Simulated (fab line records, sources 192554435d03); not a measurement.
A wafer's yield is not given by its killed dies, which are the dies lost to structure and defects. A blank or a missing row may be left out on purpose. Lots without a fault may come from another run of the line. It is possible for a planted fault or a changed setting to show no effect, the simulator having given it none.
fab line records -- flow n5-finfet -- part 2 of 2: steps 24 to 28 of 28
record: lots: 5, wafers: 15, last-day: 16
route steps=1938 shown BEOL_M7@1326 BEOL_M8@1332
lots with no fault: from the same line, run without faults
start-h: hours from the record's opening day to when the first of the lot's shown wafers began -- wait-h: how many hours have passed since the lot's step before this one -- " repeats the value in the row above -- L1.1+2: a row that stands for several wafers -- - no value, or no start was given -- * or withheld: withheld -- < > ~ a bound
route shown NAME@n: names a module that has steps shown in the file, with the first one's number in the route -- usual: mean/standard deviation of fault-free wafers -- same: alike in all rows -- chamber/n: place in a boat -- sites: per-site readings -- _std_site: the standard deviation of these -- _edge_site: mean of outer sites minus mean of inner sites -- radius-mm: how far each site lies from the wafer's centre -- mask NAME#n: copy n -- behind: the last tool/chamber to shape the wafer -- hold: cause of the lot's hold/its duration in hours/its outcome -- device: the transistor (n, p or np) that didn't switch -- end of line: tests run on the same wafers once the route is complete -- a step without rows: its recipe alone -- killed: dies that structure and defects cost at the first sort, which is not the same as the wafer's yield -- map: a wafer's dies, marking killed ones x, the rest . and places with no die _
set.NAME: setting as actually run; set.NAME@STEP: the setting as run at that earlier step -- model.NAME: the simulator's own value behind a step, which no gauge read
certain route steps with their lots: each step a table, each wafer a row
services: the hour from which a tool's chamber was out of use, counted from the record's first day as start-h (under 0 if before that day), plus the number of hours and why
== steps ==
step: N5_BEOL_M8_ETCH_61
recipe: chemistry: CF4, target: SiARC, target-depth-a: 455, mask-material: CAR-ArF, time-s: 75.8, ion-energy-ev: 80, pressure-mtorr: 40, source-w: 545, bias-w: 36, Ar_flow_sccm: 100, cf4-flow-sccm: 100, ends: cleared
usual: cf4-flow-sccm: 100.1/0.3, drypump-motor-current-A: 5.7/0.47, etch-rf-on-time-s: 75.0/2.2, oes-product-au: 0.66/0.081, rf-vpp-V: 183.9/1.1, showerhead-plenum-p-Torr: 2.13/0.067, throttle-valve-pct: 15.57/0.24
lot.wafer,tool,chamber,start-h,wait-h,cf4-flow-sccm,drypump-motor-current-A,etch-rf-on-time-s,oes-product-au,rf-hours-counter-h,rf-vpp-V,showerhead-plenum-p-Torr,throttle-valve-pct
L075.1,rie-diel-05,2,226.32,0.0,100.1,5.1,78.0,0.60,196,185.3,2.22,15.69
L075.2,rie-diel-05,1,226.32,0.0,100.3,5.3,72.5,0.72,96,182.6,2.25,15.38
L075.5,rie-diel-05,0,226.32,0.0,100.6,5.4,74.1,0.59,-,182.5,2.10,15.75
L077.1,rie-diel-01,0,235.63,0.0,100.2,5.2,74.4,0.60,238,184.1,2.19,15.80
L077.2,rie-diel-01,2,235.63,0.0,100.0,5.3,73.7,0.70,100,184.4,2.15,15.30
L077.3,rie-diel-01,1,235.63,0.0,100.0,6.0,75.6,0.61,224,182.1,2.05,15.89
L083.3,rie-diel-06,2,279.87,0.0,100.2,5.9,71.1,0.72,105,182.8,2.07,15.58
L083.4,rie-diel-06,1,279.87,0.0,100.6,5.6,74.8,0.76,45,183.9,2.10,15.42
L083.6,rie-diel-06,0,279.87,0.0,99.7,5.5,70.4,0.65,-,181.6,2.05,15.80
L085.1,rie-diel-01,1,285.62,0.0,100.0,6.0,76.8,0.58,244,183.8,2.04,15.92
L085.3,rie-diel-01,2,285.62,0.0,100.3,5.3,74.2,0.69,117,185.1,2.15,15.33
L085.6,rie-diel-01,3,285.62,0.0,99.7,6.6,77.7,0.56,-,184.3,2.18,15.45
L092.2,rie-diel-06,1,325.41,0.0,100.1,5.6,75.8,0.73,64,181.8,2.09,15.46
L092.3,rie-diel-06,2,325.41,0.0,99.1,5.9,71.8,0.71,120,184.1,2.07,15.61
L092.6,rie-diel-06,1,325.41,0.0,99.7,5.6,75.1,0.73,-,183.1,2.09,15.50
step: N5_BEOL_M8_ETCH_62
recipe: chemistry: N2/H2, target: SOC, target-depth-a: 1100, overetch-a: 220, mask-material: SiARC, temp-c: 40, time-s: 165, ion-energy-ev: 200, pressure-mtorr: 30, source-w: 840, bias-w: 150, n2-flow-sccm: 200, h2-flow-sccm: 200
usual: drypump-motor-current-A: 5.7/0.47, oes-product-au: 0.65/0.074, rf-vpp-V: 523.5/2.7, showerhead-plenum-p-Torr: 2.52/0.079, throttle-valve-pct: 17.7/0.31
lot.wafer,tool,chamber,start-h,wait-h,drypump-motor-current-A,oes-product-au,rf-hours-counter-h,rf-vpp-V,showerhead-plenum-p-Torr,throttle-valve-pct
L075.1,rie-diel-05,2,226.38,0.0,5.1,0.61,196,526.5,2.62,17.8
L075.2,rie-diel-05,1,226.38,0.0,5.3,0.70,96,526.8,2.66,17.4
L075.5,rie-diel-05,0,226.38,0.0,5.4,0.58,-,522.8,2.52,18.1
L077.1,rie-diel-01,0,235.68,0.0,5.2,0.59,238,525.2,2.59,18.0
L077.2,rie-diel-01,2,235.68,0.0,5.3,0.68,100,524.7,2.56,17.5
L077.3,rie-diel-01,1,235.68,0.0,6.1,0.60,224,519.2,2.42,18.2
L083.3,rie-diel-06,2,279.93,0.0,5.8,0.69,105,521.3,2.44,17.6
L083.4,rie-diel-06,1,279.93,0.0,5.6,0.75,45,522.3,2.50,17.7
L083.6,rie-diel-06,0,279.93,0.0,5.5,0.62,-,519.5,2.42,17.9
L085.1,rie-diel-01,1,285.68,0.0,6.1,0.59,244,518.7,2.41,18.2
L085.3,rie-diel-01,2,285.68,0.0,5.3,0.67,117,525.3,2.56,17.5
L085.6,rie-diel-01,3,285.68,0.0,6.6,0.56,-,526.4,2.58,17.3
L092.2,rie-diel-06,1,325.47,0.0,5.6,0.72,64,522.4,2.49,17.7
L092.3,rie-diel-06,2,325.47,0.0,5.9,0.68,120,521.5,2.43,17.6
L092.6,rie-diel-06,1,325.47,0.0,5.5,0.72,-,521.7,2.49,17.7
step: N5_BEOL_M8_STRIP_68
recipe: chemistry: N2/H2, temp-c: 40, n2-flow-sccm: 200, h2-flow-sccm: 200, rf-frequency-hz: 6e+07
lot.wafer,tool,chamber,start-h,wait-h
L075.1+2+5,rie-diel-05,"2,1,0",226.51,0.1
L077.1+2+3,rie-diel-01,"0,2,1",235.82,0.1
L083.3+4+6,rie-diel-06,"2,1,0",280.06,0.1
L085.1+3+6,rie-diel-01,"1,2,3",285.82,0.1
L092.2+3+6,rie-diel-06,"1,2,1",325.61,0.1
step: N5_BEOL_M8_STRIP_67
recipe: chemistry: CF4, resist: SiARC, power-w: 300, bias-power-w: 75, pressure-mtorr: 50, cf4-flow-sccm: 150, rf-frequency-hz: 6e+07
usual: cf4-flow-sccm: 150.0/0.44, drypump-motor-current-A: 5.7/0.47, oes-product-au: 0.77/0.087, power-w: 299.8/0.94, rf-vpp-V: 270.9/1.5, showerhead-plenum-p-Torr: 1.78/0.059, throttle-valve-pct: 13.55/0.25
lot.wafer,tool,chamber,start-h,wait-h,cf4-flow-sccm,drypump-motor-current-A,oes-product-au,power-w,rf-hours-counter-h,rf-vpp-V,showerhead-plenum-p-Torr,throttle-valve-pct
L075.1,rie-diel-05,2,226.52,0.0,150.3,5.1,0.71,300.3,196,274.0,1.86,13.67
L075.2,rie-diel-05,1,226.52,0.0,150.1,5.3,0.82,298.2,96,270.8,1.88,13.35
L075.5,rie-diel-05,0,226.52,0.0,149.6,5.4,0.68,301.1,-,270.9,1.76,13.76
L077.1,rie-diel-01,0,235.83,0.0,150.2,5.2,0.70,299.8,238,272.5,1.84,13.85
L077.2,rie-diel-01,2,235.83,0.0,150.0,5.3,0.80,299.4,100,269.8,1.79,13.22
L077.3,rie-diel-01,1,235.83,0.0,149.8,6.0,0.71,301.5,224,268.2,1.70,13.81
L083.3,rie-diel-06,2,280.07,0.0,150.0,5.9,0.82,301.8,105,268.7,1.73,13.54
L083.4,rie-diel-06,1,280.07,0.0,150.5,5.6,0.88,300.5,45,270.1,1.76,13.39
L083.6,rie-diel-06,0,280.07,0.0,150.9,5.5,0.73,301.3,-,269.2,1.73,13.81
L085.1,rie-diel-01,1,285.83,0.0,149.6,6.0,0.70,297.8,244,270.8,1.69,13.84
L085.3,rie-diel-01,2,285.83,0.0,150.4,5.3,0.79,300.4,117,271.2,1.79,13.25
L085.6,rie-diel-01,3,285.83,0.0,149.8,6.6,0.67,300.1,-,273.2,1.83,13.46
L092.2,rie-diel-06,1,325.62,0.0,149.8,5.5,0.85,300.3,64,270.4,1.75,13.41
L092.3,rie-diel-06,2,325.62,0.0,150.2,5.8,0.81,298.8,120,268.2,1.72,13.55
L092.6,rie-diel-06,1,325.62,0.0,150.4,5.6,0.85,299.4,-,270.4,1.75,13.42
step: N5_BEOL_M8_HM_OPEN_17
recipe: chemistry: Cl2/BCl3, target-depth-a: 200, overetch-a: 60, target: TiN, mask-material: SOC, ion-energy-ev: 150, pressure-mtorr: 10, icp-w: 1000, bias-w: 126, Cl2_flow_sccm: 53.25, bcl3-flow-sccm: 21.75, Ar_flow_sccm: 25
usual: drypump-motor-current-A: 5.7/0.41, oes-product-au: 0.69/0.049, throttle-valve-pct: 21.96/0.23
lot.wafer,tool,chamber,start-h,wait-h,drypump-motor-current-A,oes-product-au,rf-hours-counter-h,throttle-valve-pct
L075.1,rie-metal-03,0,226.56,0.0,6.3,0.72,24,21.83
L075.2,rie-metal-03,1,226.56,0.0,5.8,0.67,42,22.19
L075.5,rie-metal-03,0,226.56,0.0,6.3,0.71,-,21.85
L077.1,rie-metal-02,1,235.87,0.0,5.3,0.72,23,22.15
L077.2,rie-metal-02,0,235.87,0.0,5.2,0.78,7,21.58
L077.3,rie-metal-02,1,235.87,0.0,5.4,0.72,-,22.14
L083.3,rie-metal-01,1,280.14,0.1,5.6,0.71,-,22.13
L083.4,rie-metal-01,0,280.14,0.1,6.2,0.62,-,21.90
L083.6,rie-metal-01,1,280.14,0.1,5.6,0.70,-,22.14
L085.1,rie-metal-03,0,285.88,0.0,6.3,0.71,28,21.84
L085.3,rie-metal-03,1,285.88,0.0,5.7,0.65,-,22.23
L085.6,rie-metal-03,0,285.88,0.0,6.3,0.70,-,21.83
L092.2,rie-metal-03,1,325.66,0.0,5.8,0.65,52,22.24
L092.3,rie-metal-03,0,325.66,0.0,6.3,0.70,-,21.85
L092.6,rie-metal-03,1,325.66,0.0,5.8,0.64,-,22.27
== services ==
tool,chamber,start-h,hours,kind
arfi-scanner-01,-,199.36,1.1,repair
cmp-03,-,203.28,10.6,pm
cmp-01,-,210.77,4.0,pm
arfi-scanner-01,-,221.00,1.3,pm
rie-diel-01,2,225.67,2.5,repair
pecvd-03,-,227.89,0.2,repair
rie-diel-01,0,230.15,3.8,repair
rie-metal-03,1,237.99,2.5,repair
rie-diel-06,0,251.86,12.1,repair
pecvd-04,-,253.36,2.4,repair
rie-metal-03,0,259.33,20.7,repair
pecvd-02,-,260.38,0.8,repair
arfi-scanner-01,-,261.07,1.0,pm
rie-diel-06,3,267.73,5.6,repair
uv-cure-02,-,271.13,1.0,pm
rie-diel-01,2,274.40,6.1,repair
arfi-scanner-01,-,292.60,3.1,pm
rie-diel-06,2,299.66,8.5,repair
pvd-sputter-01,-,302.54,1.3,repair
arfi-scanner-01,-,314.49,0.8,pm
rie-diel-01,2,318.89,28.1,repair
cmp-01,-,322.34,1.7,repair
arfi-scanner-01,-,323.08,1.1,repair
pecvd-03,-,325.45,6.0,pm
